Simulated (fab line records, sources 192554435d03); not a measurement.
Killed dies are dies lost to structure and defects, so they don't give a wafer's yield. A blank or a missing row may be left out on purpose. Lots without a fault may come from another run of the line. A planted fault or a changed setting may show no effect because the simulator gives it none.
Split-lot experiment | flow n5_finfet | 7 lots, 39 wafers read, on a route of 1938 steps

THE SPLIT
At N5_ILD0_ALD_15 (deposits SiNx, target thk 24 nm, pulse time 1 s, ald cycles 480), the setting ald_cycles was moved away from the recipe's 480 on 12 of the 39 wafers read, by -49.8% to +55.6%. The other wafers ran this setting at the recipe's value.

The reading is taken at the split's own step.

THE READING
SiNx_of_ILD0_ALD_15.thk_nm (the simulator's own value, which no gauge read), in nm, at N5_ILD0_ALD_15 (deposits SiNx, target thk 24 nm, pulse time 1 s, ald cycles 480). The file gives no usual value for it. The 27 wafers here that ran the recipe average 24.0 nm, standard deviation 0.16 nm.

wafer  | tool, chamber at the split | ald_cycles as run | against the recipe | SiNx_of_ILD0_ALD_15.thk_nm, nm | against lot-mates on the recipe
L074.1 | ald_sin-04, 2,1,1          | 480               | recipe             | 24                             | -
L074.2 | ald_sin-04, 2,1,1          | 480               | recipe             | 24                             | -
L074.6 | ald_sin-04, 2,1,1          | 480               | recipe             | 24                             | -
L075.1 | ald_sin-01, 3,2,0,1,3      | 480               | recipe             | 24                             | -
L075.2 | ald_sin-01, 3,2,0,1,3      | 480               | recipe             | 24                             | -
L075.3 | ald_sin-01, 3,2,0,1,3      | 480               | recipe             | 24                             | -
L075.4 | ald_sin-01, 3,2,0,1,3      | 480               | recipe             | 24                             | -
L075.6 | ald_sin-01, 3,2,0,1,3      | 480               | recipe             | 24                             | -
L075.5 | ald_sin-01, 2              | 480               | recipe             | 23.8                           | -
L076.1 | ald_sin-03, 3,0,2,3,2      | 480               | recipe             | 24                             | -
L076.3 | ald_sin-03, 3,0,2,3,2      | 480               | recipe             | 24                             | -
L076.4 | ald_sin-03, 3,0,2,3,2      | 480               | recipe             | 24                             | -
L076.5 | ald_sin-03, 3,0,2,3,2      | 480               | recipe             | 24                             | -
L076.6 | ald_sin-03, 3,0,2,3,2      | 480               | recipe             | 24                             | -
L076.2 | ald_sin-03, 1              | 480               | recipe             | 23.8                           | -
L080.1 | ald_sin-03, 3              | 747               | +55.6%             | 37.6                           | +13.3
L080.2 | ald_sin-03, 1              | 480               | recipe             | 24.2                           | -
L080.3 | ald_sin-03, 2,0            | 480               | recipe             | 24.4                           | -
L080.4 | ald_sin-03, 2,0            | 480               | recipe             | 24.4                           | -
L080.5 | ald_sin-03, 1              | 747               | +55.6%             | 37.4                           | +13.1
L080.6 | ald_sin-03, 2              | 747               | +55.6%             | 37.8                           | +13.5
L085.1 | ald_sin-01, 1,2            | 734               | +52.9%             | 36.6                           | +12.5
L085.2 | ald_sin-01, 1,2            | 734               | +52.9%             | 36.6                           | +12.5
L085.3 | ald_sin-01, 0              | 480               | recipe             | 24                             | -
L085.5 | ald_sin-01, 0              | 480               | recipe             | 24                             | -
L085.4 | ald_sin-01, 3              | 480               | recipe             | 24.2                           | -
L085.6 | ald_sin-01, 3              | 734               | +52.9%             | 36.8                           | +12.7
L093.1 | ald_sin-03, 2              | 656               | +36.7%             | 33                             | +9.1
L093.2 | ald_sin-03, 1              | 480               | recipe             | 23.8                           | -
L093.6 | ald_sin-03, 1              | 480               | recipe             | 23.8                           | -
L093.3 | ald_sin-03, 3              | 656               | +36.7%             | 32.8                           | +8.9
L093.4 | ald_sin-03, 0              | 656               | +36.7%             | 33.2                           | +9.3
L093.5 | ald_sin-03, 2              | 480               | recipe             | 24.2                           | -
L095.1 | ald_sin-03, 3              | 241               | -49.8%             | 12.2                           | -12.0
L095.2 | ald_sin-03, 2,3,0          | 480               | recipe             | 24.2                           | -
L095.5 | ald_sin-03, 2,3,0          | 480               | recipe             | 24.2                           | -
L095.6 | ald_sin-03, 2,3,0          | 480               | recipe             | 24.2                           | -
L095.3 | ald_sin-03, 0              | 241               | -49.8%             | 12.4                           | -11.8
L095.4 | ald_sin-03, 1              | 241               | -49.8%             | 12                             | -12.2
Where a row lists several chambers, the file gives one row for several wafers and doesn't say which wafer went through which chamber.

THE FIT
A straight line over all 39 wafers: SiNx_of_ILD0_ALD_15.thk_nm changes by +0.241 nm for each +1% of ald_cycles; r = +1.00; the points scatter about the line by 0.18 nm.
The same after taking each lot's own level away (the mean of its wafers on the recipe; 39 wafers): +0.24 nm for each +1%; r = +1.00; scatter 0.14 nm.
On that fit, the largest move of ald_cycles shifts the reading by 13 nm.
The lots' own levels span 23.93 to 24.33 nm, that is 2.5 times the standard deviation above.
So the lot-to-lot level changes the slope little: the two slopes agree.
Check: with one of the wafers moved furthest among these (+55.6%) left out of the fit, the line predicts +13.4 nm for it against its lot-mates. It came out at +13.3 nm against them.

OTHER SPLITS ON THESE WAFERS
These wafers also went through other splits before the reading. Each is held against what the fit with the lots' levels taken away leaves over:
other split on the same wafers          | wafers away from the commonest value | r with SiNx_of_ILD0_ALD_15.thk_nm (lot level and that fit taken away)
N5_FIN_SAQP_SPACER2_ALD_28 target_thk_a | 18                                   | +0.09
N5_SD_EPI_N_DEVELOP_08 develop_time_s   | 15                                   | -0.05

THE WHOLE CHAIN: every reading that the file lists as answering this split, in the file's order
step           | what it does                                                           | reading                                                                     | change (the file's fit)              | r (the file's)
N5_ILD0_ALD_15 | deposits SiNx, target thk 24 nm, pulse time 1 s, ald cycles 480        | SiNx_of_ILD0_ALD_15.thk_nm (the simulator's own value, which no gauge read) | +0.24 nm for each +1% of the setting | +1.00
N5_ILD0_CMP_12 | polishes SiNx, stops on poly-Si, t overpolish 6 s, target thk 17.67 nm | time_to_endpoint_s                                                          | withheld for each +1% of the setting | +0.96

THE FILE'S OWN FIT
SiNx_of_ILD0_ALD_15.thk_nm changes by +0.24 nm for each +1% of ald_cycles, r = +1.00.
